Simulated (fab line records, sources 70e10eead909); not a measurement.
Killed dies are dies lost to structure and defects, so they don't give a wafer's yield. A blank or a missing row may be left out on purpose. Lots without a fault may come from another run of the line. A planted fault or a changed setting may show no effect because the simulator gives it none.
Chamber matching | flow nand_harc | NHARC_A_M1_PRE_CLEAN_32 on pecvd-02: 3 sister chambers
The step time 12 s. 6 wafers are shown with their chamber, then 12 later ones without.

WAFERS WITH THEIR CHAMBER
wafer  | chamber | heater_power_w (W)
L086.1 | 1       | 653
L086.2 | 2       | 669
L086.3 | 0       | 487
L086.4 | 2       | 637
L086.5 | 1       | 644
L086.6 | 0       | 492

WAFERS WITHOUT THEIR CHAMBER
wafer  | heater_power_w (W)
L085.2 | 624
L085.3 | 485
L085.4 | 629
L090.1 | 785
L090.3 | 547
L090.6 | 525
L089.3 | 468
L089.4 | 470
L089.5 | 663
L094.1 | 758
L094.4 | 528
L094.5 | 536

WHICH CHAMBER EACH WENT THROUGH
wafer  | from the rows above     | in truth
L085.2 | can't be placed: 1 or 2 | 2
L085.3 | 0                       | 0
L085.4 | can't be placed: 1 or 2 | 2
L090.1 | can't be placed: 2 or 1 | 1
L090.3 | 0                       | 0
L090.6 | 0                       | 0
L089.3 | 0                       | 0
L089.4 | 0                       | 0
L089.5 | can't be placed: 2 or 1 | 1
L094.1 | can't be placed: 2 or 1 | 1
L094.4 | 0                       | 0
L094.5 | 0                       | 0
Placed correctly: 7 of 12. Can't be placed from these rows: 5 (the true chamber is among the candidates in 5). Placed wrongly: 0.
How it was worked out, from the rows above alone: a wafer's distance from a chamber is the root of the sum, over the readings, of the square of ((its reading less the chamber's mean) divided by the reading's scatter). The wafer belongs to the nearest chamber; if the next one is less than 2 further off, it can't be placed. A chamber's mean is the mean of its shown wafers. The scatter: the root of (the sum of the squares of (reading less its chamber's mean) over the shown wafers, divided by (wafers less chambers)).
